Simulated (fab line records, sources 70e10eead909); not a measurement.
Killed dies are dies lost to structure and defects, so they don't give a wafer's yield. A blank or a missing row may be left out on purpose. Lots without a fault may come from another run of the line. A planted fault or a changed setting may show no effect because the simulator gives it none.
fab line records | flow nand_harc | part 1 of 2: steps 1 to 26 of 41
record lots=5 wafers=15 last_day=23
route steps=1159 shown P_CONTACT@219 P_M0@253
lots that met no fault: from a run of the same line without faults
start_h: hours from the record's first day to the start of the lot's first wafer shown | wait_h: hours since the lot's step before | " the same as in the row above | L1.1+2: a row that stands for several wafers | - no value, or no start given | * or withheld: withheld | < > ~ a bound
route shown NAME@n: a module of which the file shows steps, and the number in the route of the first | usual: mean/standard deviation of fault-free wafers | same: alike in all rows | chamber/n: place in a boat | sites: the reading at each site | _std_site: their standard deviation | _edge_site: outer sites' mean less inner sites' | radius_mm: how far each site lies from the wafer's centre | mask NAME#n: copy n | behind: the tool/chamber that last shaped the wafer | hold: why the lot was held/for how many hours/how that ended | device: the transistor (n, p or np) that didn't switch | end of line: the same wafers' tests at the end of the route | a step without rows: its recipe alone | killed: dies lost to structure and defects at the first sort, not the wafer's yield | map: a wafer's dies, x killed, . not, _ none there
set.NAME: the setting as run; set.NAME@STEP: as run at that earlier step | model.NAME: the simulator's own value behind a step, which no gauge read
lots at some steps of the route; a table a step, a row a wafer
services: from which hour (start_h, from the record's first day; less than 0 if before it) a tool's chamber was out of use, for how many hours, and why
## steps
# step NHARC_P_CONTACT_CMP_01
# recipe target_thk_nm=200 material=SiO2
# usual motor_current_A=12.0/1.2 pad_life_wafers=276/130
# columns lot.wafer tool chamber start_h wait_h motor_current_A pad_life_wafers
L075.3 cmp-03 3 112.73 - 13.9 283
L075.2 " 0 " " 11.6 284
L075.5 " 2 " " 11.5 -
L080.2 cmp-01 3 150.49 0.5 10.3 296
L080.5 " 1 " " 11.6 -
L080.6 " 2 " " 11.6 -
L084.2 cmp-01 3 171.67 - 10.3 414
L084.3 " 1 " " 11.9 416
L084.1 " 2 " " 12.7 417
L086.2 cmp-03 2 190.29 - 11.1 188
L086.4 " 3 " " 13.8 189
L086.6 " 0 " " 12.1 -
L089.3 cmp-01 0 206.87 - 12.5 114
L089.4 " 3 " " 9.7 117
L089.5 " 1 " " 11.8 -
# step NHARC_P_CONTACT_SRD_03
# columns lot.wafer tool chamber start_h wait_h
L075.5+2+3 wet_bench-02 1,4,5 113.00 0.0
L080.6+5+2 wet_bench-04 6,0,2 150.74 0.0
L084.2+1+3 wet_bench-04 3,4,5 171.98 0.1
L086.6+2+4 wet_bench-04 4,7,0 190.54 0.0
L089.4+3+5 wet_bench-01 4,6,0 207.16 0.0
# step NHARC_P_CONTACT_DEHYDRATE_04
# recipe temp_c=150 time_s=120
# columns lot.wafer tool chamber start_h wait_h
L075.2+3+5 litho_track-01 0 113.09 0.1
L080.2+5+6 litho_track-06 0 150.82 0.1
L084.1+2+3 litho_track-01 0 172.05 0.1
L086.2+4+6 litho_track-04 0 190.63 0.1
L089.3+4+5 litho_track-01 0 207.25 0.1
# step NHARC_P_CONTACT_HMDS_05
# recipe time_s=30
# columns lot.wafer tool chamber start_h wait_h
L075.2+3+5 litho_track-01 0 - -
L080.2+5+6 litho_track-06 0 - -
L084.1+2+3 litho_track-01 0 - -
L086.2+4+6 litho_track-04 0 - -
L089.3+4+5 litho_track-01 0 - -
# step NHARC_P_CONTACT_COAT_33
# recipe temp_c=260 time_s=75
# columns lot.wafer tool chamber start_h wait_h
L075.2+3+5 litho_track-01 0 - -
L080.2+5+6 litho_track-06 0 - -
L084.1+2+3 litho_track-01 0 - -
L086.2+4+6 litho_track-04 0 - -
L089.3+4+5 litho_track-01 0 - -
# step NHARC_P_CONTACT_COAT_34
# recipe temp_c=225 time_s=65
# columns lot.wafer tool chamber start_h wait_h
L075.2+3+5 litho_track-01 0 - -
L080.2+5+6 litho_track-06 0 - -
L084.1+2+3 litho_track-01 0 - -
L086.2+4+6 litho_track-04 0 - -
L089.3+4+5 litho_track-01 0 - -
# step NHARC_P_CONTACT_COAT_06
# recipe spin_rpm=1500 resist_thk_nm=90
# usual spin_speed_rpm=1500.2/0.94
# columns lot.wafer tool chamber start_h wait_h spin_speed_rpm
L075.2 litho_track-01 0 - - 1500.3
L075.3 " 0 " " 1499.4
L075.5 " 0 " " 1501.2
L080.2 litho_track-06 0 - - 1499.2
L080.5 " 0 " " 1500.3
L080.6 " 0 " " 1501.5
L084.1 litho_track-01 0 - - 1500.8
L084.2 " 0 " " 1501.5
L084.3 " 0 " " 1500.5
L086.2 litho_track-04 0 - - 1500.5
L086.4 " 0 " " 1500.9
L086.6 " 0 " " 1501.1
L089.3 litho_track-01 0 - - 1499.3
L089.4 " 0 " " 1501.9
L089.5 " 0 " " 1500.6
# step NHARC_P_CONTACT_SOFTBAKE_07
# recipe temp_c=105 time_s=55
# columns lot.wafer tool chamber start_h wait_h
L075.2+3+5 litho_track-01 0 - -
L080.2+5+6 litho_track-06 0 - -
L084.1+2+3 litho_track-01 0 - -
L086.2+4+6 litho_track-04 0 - -
L089.3+4+5 litho_track-01 0 - -
# step NHARC_P_CONTACT_EBR_08
# columns lot.wafer tool chamber start_h wait_h
L075.2+3+5 litho_track-01 0 - -
L080.2+5+6 litho_track-06 0 - -
L084.1+2+3 litho_track-01 0 - -
L086.2+4+6 litho_track-04 0 - -
L089.3+4+5 litho_track-01 0 - -
# step NHARC_P_CONTACT_EXPOSE_09
# recipe na=1.35 target_cd_nm=90 dose_mj=81.26 mask_id=P_CA
# columns lot.wafer tool chamber start_h wait_h mask
L075.2+3+5 arfi_scanner-02 0 113.27 - P_CA#0
L080.2+5+6 arfi_scanner-01 0 151.14 - P_CA#0
L084.1+2+3 arfi_scanner-03 0 172.36 - P_CA#0
L086.2+4+6 arfi_scanner-03 0 190.94 - P_CA#0
L089.3+4+5 arfi_scanner-03 0 207.56 - P_CA#0
# step NHARC_P_CONTACT_PEB_10
# recipe peb_temp_c=100 peb_time_s=65
# columns lot.wafer tool chamber start_h wait_h
L075.2+3+5 litho_track-06 0 113.33 0.1
L080.2+5+6 litho_track-06 0 151.19 0.1
L084.1+2+3 litho_track-06 0 172.42 0.1
L086.2+4+6 litho_track-06 0 191.00 0.1
L089.3+4+5 litho_track-06 0 207.62 0.0
# step NHARC_P_CONTACT_DEVELOP_11
# recipe develop_time_s=35 dev_temp_c=23
# columns lot.wafer tool chamber start_h wait_h
L075.2+3+5 litho_track-06 0 - -
L080.2+5+6 litho_track-06 0 - -
L084.1+2+3 litho_track-06 0 - -
L086.2+4+6 litho_track-06 0 - -
L089.3+4+5 litho_track-06 0 - -
# step NHARC_P_CONTACT_CD_MEAS_12
# recipe target_cd_nm=90 landing_energy_ev=500
# usual cd_nm=89.7/0.62
# same landing_energy_ev=500
# columns lot.wafer tool chamber start_h wait_h cd_nm
L075.2 cd_sem-03 0 113.41 - 90.7
L075.3 " 0 " " 89.9
L075.5 " 0 " " 88.8
L080.2 cd_sem-03 0 151.27 - 89.8
L080.5 " 0 " " 88.6
L080.6 " 0 " " 89.8
L084.1 cd_sem-02 0 172.50 - 89.5
L084.2 " 0 " " 88.7
L084.3 " 0 " " 90.2
L086.2 cd_sem-03 0 191.08 - 90.4
L086.4 " 0 " " 89.8
L086.6 " 0 " " 90.1
L089.3 cd_sem-03 0 207.70 - 89.9
L089.4 " 0 " " 89.6
L089.5 " 0 " " 89.6
# step NHARC_P_CONTACT_OVL_MEAS_13
# usual overlay_x_nm=0.0/0.83 overlay_y_nm=0.3/0.87
# columns lot.wafer tool chamber start_h wait_h overlay_x_nm overlay_y_nm
L075.2 overlay-01 - 113.50 - -0.1 -0.4
L075.3 " - " " 0.2 -0.6
L075.5 " - " " -0.4 0.5
L080.2 overlay-02 - 151.36 - 0.6 1.2
L080.5 " - " " 0.7 1.6
L080.6 " - " " 1.0 1.2
L084.1 overlay-02 - 172.58 - -0.2 0.1
L084.2 " - " " -0.3 0.1
L084.3 " - " " -0.6 0.8
L086.2 overlay-01 - 191.17 - 1.1 1.7
L086.4 " - " " 0.9 2.2
L086.6 " - " " 0.4 1.6
L089.3 overlay-02 - 207.80 - -2.0 0.6
L089.4 " - " " -2.4 0.4
L089.5 " - " " -1.5 0.6
# step NHARC_P_CONTACT_INSPECT_14
# usual raw_defect_count=3.4/2.3
# columns lot.wafer tool chamber start_h wait_h raw_defect_count
L075.2 defect_inspect-01 - 113.54 0.0 4
L075.3 " - " " 2
L075.5 " - " " 2
L080.2 defect_inspect-01 - 151.40 0.0 2
L080.5 " - " " 0
L080.6 " - " " 5
L084.1 defect_inspect-01 - 172.62 0.0 0
L084.2 " - " " 0
L084.3 " - " " 1
L086.2 defect_inspect-01 - 191.20 0.0 4
L086.4 " - " " 4
L086.6 " - " " 6
L089.3 defect_inspect-01 - 207.84 0.0 7
L089.4 " - " " 1
L089.5 " - " " 2
# step NHARC_P_CONTACT_DESCUM_17
# recipe time_s=3 o2_flow_sccm=200 ar_flow_sccm=0 bias_power_w=0 chemistry=O2
# usual drypump_motor_current_A=5.6/0.3 oes_product_au=1.004/0.01 rf_vpp_V=57.7/0.91 showerhead_plenum_p_Torr=1.89/0.075 throttle_valve_pct=11.311/0.0085
# columns lot.wafer tool chamber start_h wait_h drypump_motor_current_A oes_product_au rf_hours_counter_h rf_vpp_V showerhead_plenum_p_Torr throttle_valve_pct
L075.3 rie_diel-01 2 113.60 0.1 5.7 0.998 53 58.5 1.78 11.302
L075.2 " 0 " " 5.7 1.018 54 58.4 1.94 11.319
L075.5 " 2 " " 5.7 1.004 - 59.2 1.78 11.324
L080.2 rie_diel-13 0 151.47 0.1 5.6 0.993 3 58.5 1.98 11.325
L080.5 " 2 " " 5.8 1.011 - 57.1 1.79 11.310
L080.6 " 3 " " 5.3 1.007 - 58.2 1.93 11.313
L084.1 rie_diel-13 3 172.69 0.1 5.3 1.007 5 57.8 1.92 11.321
L084.3 " 0 " " 5.5 0.994 5 58.5 1.98 11.309
L084.2 " 1 " " 5.6 0.990 5 58.6 1.90 11.313
L086.4 rie_diel-13 2 191.27 0.1 5.8 1.012 7 57.9 1.79 11.304
L086.2 " 3 " " 5.3 1.000 7 57.5 1.92 11.311
L086.6 " 3 " " 5.3 0.999 - 58.5 1.92 11.300
L089.3 rie_diel-09 0 207.90 0.1 5.5 0.989 12 58.9 2.00 11.310
L089.4 " 3 " " 4.9 0.993 11 57.9 1.92 11.304
L089.5 " 0 " " 5.4 0.989 - 58.2 2.00 11.310
# step NHARC_P_CONTACT_ETCH_35
# recipe target_depth_a=390 over_etch_frac=0.3 time_s=65 ion_energy_ev=80 cf4_flow_sccm=150 ar_flow_sccm=0 rf_w=300 bias_w=100 chemistry=CF4
# usual drypump_motor_current_A=5.59/0.29 oes_product_au=1.001/0.011 rf_vpp_V=151.1/1.1 showerhead_plenum_p_Torr=1.75/0.064 throttle_valve_pct=13.284/0.0092
# columns lot.wafer tool chamber start_h wait_h drypump_motor_current_A oes_product_au rf_hours_counter_h rf_vpp_V showerhead_plenum_p_Torr throttle_valve_pct
L075.3 rie_diel-01 3 113.68 0.1 5.93 1.001 53 149.9 1.69 13.280
L075.2 " 0 " " 5.66 1.015 54 151.7 1.80 13.279
L075.5 " 0 " " 5.67 1.024 - 151.1 1.80 13.295
L080.2 rie_diel-13 2 151.55 0.1 5.81 1.026 3 151.7 1.66 13.288
L080.6 " 0 " " 5.55 0.998 - 150.7 1.82 13.285
L080.5 " 1 " " 5.64 0.989 - 150.4 1.75 13.286
L084.3 rie_diel-13 1 172.77 0.1 5.60 0.988 5 151.2 1.75 13.279
L084.2 " 2 " " 5.79 1.017 5 150.8 1.66 13.292
L084.1 " 0 " " 5.59 1.000 5 152.0 1.82 13.286
L086.4 rie_diel-13 1 191.35 0.1 5.65 0.995 7 150.2 1.75 13.269
L086.2 " 3 " " 5.33 0.996 7 151.0 1.78 13.284
L086.6 " 2 " " 5.79 1.001 - 149.2 1.66 13.281
L089.4 rie_diel-09 0 208.00 0.1 5.45 0.992 12 151.7 1.84 13.282
L089.3 " 1 " " 5.85 1.004 14 151.7 1.79 13.292
L089.5 " 2 " " 5.91 1.027 - 150.9 1.67 13.271
# step NHARC_P_CONTACT_ETCH_36
# recipe target_depth_a=2600 over_etch_frac=0.25 time_s=406.25 ion_energy_ev=200 n2_flow_sccm=150 h2_flow_sccm=150 ar_flow_sccm=0 rf_w=400 bias_w=150 chemistry=N2/H2
# usual drypump_motor_current_A=5.6/0.31 oes_product_au=1.003/0.011 rf_vpp_V=429.8/2.4 showerhead_plenum_p_Torr=2.01/0.082 throttle_valve_pct=14.171/0.0094
# columns lot.wafer tool chamber start_h wait_h drypump_motor_current_A oes_product_au rf_hours_counter_h rf_vpp_V showerhead_plenum_p_Torr throttle_valve_pct
L075.2 rie_diel-01 0 - - 5.7 0.996 54 430.8 2.07 14.165
L075.3 " 3 " " 6.0 0.992 53 427.4 1.94 14.172
L075.5 " 0 " " 5.7 1.013 - 430.7 2.07 14.179
L080.2 rie_diel-13 1 - - 5.6 0.995 3 429.7 2.02 14.147
L080.5 " 1 " " 5.6 0.995 - 429.6 2.02 14.173
L080.6 " 2 " " 5.8 1.021 - 426.7 1.91 14.162
L084.3 rie_diel-13 0 - - 5.6 0.996 5 432.1 2.11 14.176
L084.1 " 1 " " 5.6 0.999 5 429.5 2.02 14.180
L084.2 " 2 " " 5.8 1.016 5 428.2 1.91 14.177
L086.2 rie_diel-13 3 - - 5.3 1.004 7 429.6 2.05 14.182
L086.4 " 1 " " 5.7 0.991 7 430.7 2.02 14.166
L086.6 " 3 " " 5.3 1.007 - 429.6 2.05 14.165
L089.3 rie_diel-09 1 - - 5.9 0.996 14 431.1 2.07 14.184
L089.4 " 3 " " 4.8 0.996 11 432.2 2.05 14.175
L089.5 " 0 " " 5.4 0.994 - 433.0 2.14 14.165
# step NHARC_P_CONTACT_ETCH_18
# recipe target_depth_a=4810 time_s=240.5 c4f8_flow_sccm=20 o2_flow_sccm=10 ar_flow_sccm=withheld rf_w=600 bias_w=1500 chemistry=C4F8/O2/Ar
# usual oes_product_au=0.963/0.019 rf_vpp_V=977/5.3
# columns lot.wafer tool chamber start_h wait_h oes_product_au rf_hours_counter_h rf_vpp_V
L075.2 rie_diel-01 3 - - 0.976 53 972
L075.3 " 0 " " 1.001 54 981
L075.5 " 0 " " 1.002 - 979
L080.2 rie_diel-13 2 - - 0.980 3 970
L080.5 " 1 " " 0.977 - 976
L080.6 " 2 " " 0.978 - 969
L084.3 rie_diel-13 2 - - 0.975 5 969
L084.1 " 3 " " 0.969 5 979
L084.2 " 0 " " 0.978 5 982
L086.4 rie_diel-13 1 - - 0.980 7 978
L086.2 " 2 " " 0.978 7 970
L086.6 " 0 " " 0.983 - 983
L089.4 rie_diel-09 0 - - 0.922 12 984
L089.3 " 1 " " 0.938 14 981
L089.5 " 2 " " 0.960 - 970
# step NHARC_P_CONTACT_STRIP_37
# recipe c4f8_flow_sccm=withheld o2_flow_sccm=8 ar_flow_sccm=withheld bias_w=0 chemistry=C4F8/O2/Ar
# columns lot.wafer tool chamber start_h wait_h
L075.3+2+5 rie_diel-01 2,3,2 - -
L080.2+5+6 rie_diel-13 0,2,3 - -
L084.3+1+2 rie_diel-13 1,2,3 - -
L086.4+2+6 rie_diel-13 3,0,3 - -
L089.4+3+5 rie_diel-09 3,2,3 - -
# step NHARC_P_CONTACT_ETCH_31
# recipe target_depth_a=300 time_s=85.7 ion_energy_ev=120 over_etch_frac=1 ch3f_flow_sccm=50 o2_flow_sccm=30 ar_flow_sccm=200 rf_w=500 bias_w=100 chemistry=CH3F/O2
# usual drypump_motor_current_A=5.63/0.28 oes_product_au=0.981/0.016 rf_vpp_V=243.8/1.5 showerhead_plenum_p_Torr=2.42/0.095 throttle_valve_pct=20.663/0.01
# columns lot.wafer tool chamber start_h wait_h drypump_motor_current_A oes_product_au rf_hours_counter_h rf_vpp_V showerhead_plenum_p_Torr throttle_valve_pct
L075.3 rie_diel-01 2 - - 5.78 0.973 54 241.3 2.30 20.685
L075.2 " 0 " " 5.69 1.002 54 245.1 2.50 20.650
L075.5 " 3 " " 5.96 0.983 - 241.9 2.35 20.682
L080.2 rie_diel-13 3 - - 5.34 0.999 3 244.1 2.47 20.644
L080.6 " 0 " " 5.55 0.986 - 245.1 2.54 20.665
L080.5 " 1 " " 5.63 0.985 - 244.6 2.44 20.667
L084.1 rie_diel-13 1 - - 5.65 0.981 6 243.8 2.44 20.679
L084.3 " 2 " " 5.83 0.982 5 242.4 2.31 20.645
L084.2 " 0 " " 5.53 0.982 5 246.1 2.54 20.653
L086.4 rie_diel-13 1 - - 5.64 0.970 7 244.4 2.44 20.660
L086.2 " 2 " " 5.82 0.984 7 242.8 2.31 20.648
L086.6 " 2 " " 5.83 0.982 - 243.7 2.31 20.676
L089.3 rie_diel-09 2 - - 5.94 0.987 14 242.6 2.31 20.666
L089.4 " 3 " " 4.87 0.958 11 245.6 2.47 20.647
L089.5 " 1 " " 5.89 0.954 - 244.7 2.49 20.662
# step NHARC_P_CONTACT_CD_MEAS_19
# usual cd_nm=89.8/2.3
# columns lot.wafer tool chamber start_h wait_h cd_nm
L075.2 cd_sem-02 - 114.47 - 91.7
L075.3 " - " " 84.9
L075.5 " - " " 88.7
L080.2 cd_sem-01 - 152.36 - 89.4
L080.5 " - " " 87.3
L080.6 " - " " 90.0
L084.1 cd_sem-01 - 173.55 - 90.1
L084.2 " - " " 91.5
L084.3 " - " " 94.3
L086.2 cd_sem-03 - 192.14 - 95.2
L086.4 " - " " 90.1
L086.6 " - " " 94.5
L089.3 cd_sem-02 - 209.15 - 86.4
L089.4 " - " " 88.6
L089.5 " - " " 90.1
# step NHARC_P_CONTACT_STRIP_28
# recipe o2_flow_sccm=500 ar_flow_sccm=0 bias_w=0 chemistry=O2
# usual drypump_motor_current_A=5.60/0.28 oes_product_au=1.002/0.011 rf_vpp_V=57.8/0.83 showerhead_plenum_p_Torr=3.50/0.12 throttle_valve_pct=17.036/0.0094
# columns lot.wafer tool chamber start_h wait_h drypump_motor_current_A oes_product_au rf_hours_counter_h rf_vpp_V showerhead_plenum_p_Torr throttle_valve_pct
L075.3 rie_diel-13 0 114.55 0.1 5.56 1.007 1 58.4 3.64 17.059
L075.2 " 2 " " 5.83 1.010 0 56.6 3.32 17.035
L075.5 " 1 " " 5.63 1.010 - 58.9 3.50 17.023
L080.2 rie_diel-13 3 152.47 0.1 5.31 1.016 3 58.5 3.55 17.042
L080.5 " 1 " " 5.63 0.990 - 57.8 3.50 17.045
L080.6 " 2 " " 5.81 1.008 - 57.6 3.32 17.026
L084.1 rie_diel-09 0 173.63 0.1 5.45 0.998 9 59.3 3.68 17.013
L084.2 " 1 " " 5.89 0.986 11 58.5 3.58 17.035
L084.3 " 2 " " 5.94 1.020 11 58.1 3.32 17.033
L086.2 rie_diel-13 1 192.22 0.1 5.65 0.985 7 56.5 3.50 17.045
L086.4 " 2 " " 5.83 1.016 7 56.5 3.32 17.040
L086.6 " 1 " " 5.65 1.004 - 56.9 3.50 17.028
L089.3 rie_diel-09 1 209.22 0.1 5.87 1.010 14 58.2 3.57 17.038
L089.4 " 3 " " 4.88 0.994 12 56.3 3.55 17.045
L089.5 " 1 " " 5.88 0.993 - 56.7 3.57 17.045
# step NHARC_P_CONTACT_STRIP_29
# recipe time_s=1200 temp_c=72.5 chemistry=post_etch_residue_remover
# usual bath_guard_temp_C=72.3/0.46
# columns lot.wafer tool chamber start_h wait_h bath_guard_temp_C
L075.5 wet_bench-02 4 114.73 - 71.7
L075.3 " 7 " " 71.8
L075.2 " 1 " " 73.0
L080.5 wet_bench-01 0 152.62 - 73.0
L080.6 " 3 " " 72.3
L080.2 " 5 " " 71.8
L084.1 wet_bench-01 6 173.85 0.2 72.5
L084.3 " 7 " " 72.5
L084.2 " 2 " " 71.8
L086.2 wet_bench-02 0 192.39 - 72.3
L086.4 " 2 " " 72.8
L086.6 " 4 " " 72.2
L089.4 wet_bench-02 5 209.43 - 72.7
L089.5 " 6 " " 72.4
L089.3 " 7 " " 71.9
# step NHARC_P_CONTACT_DEGAS_38
# recipe temp_c=300 time_s=60
# usual heater_power_w=457/35
# columns lot.wafer tool chamber start_h wait_h heater_power_w
L075.3 pvd_sputter-03 - 115.19 - 501
L075.2 " - " " 423
L075.5 " - " " 416
L080.2 pvd_sputter-02 - 153.08 - 402
L080.5 " - " " 400
L080.6 " - " " 392
L084.3 pvd_sputter-01 - 174.29 - 459
L084.1 " - " " 460
L084.2 " - " " 465
L086.4 pvd_sputter-03 - 192.86 - 419
L086.2 " - " " 460
L086.6 " - " " 445
L089.3 pvd_sputter-01 - 209.88 - 454
L089.4 " - " " 460
L089.5 " - " " 508
# step NHARC_P_CONTACT_PRE_CLEAN_39
# recipe time_s=19.5 bias_v=250 gas=Ar
# columns lot.wafer tool chamber start_h wait_h
L075.2+3+5 pvd_sputter-03 - - -
L080.2+5+6 pvd_sputter-02 - - -
L084.2+3+1 pvd_sputter-01 - - -
L086.2+4+6 pvd_sputter-03 - - -
L089.3+4+5 pvd_sputter-01 - - -
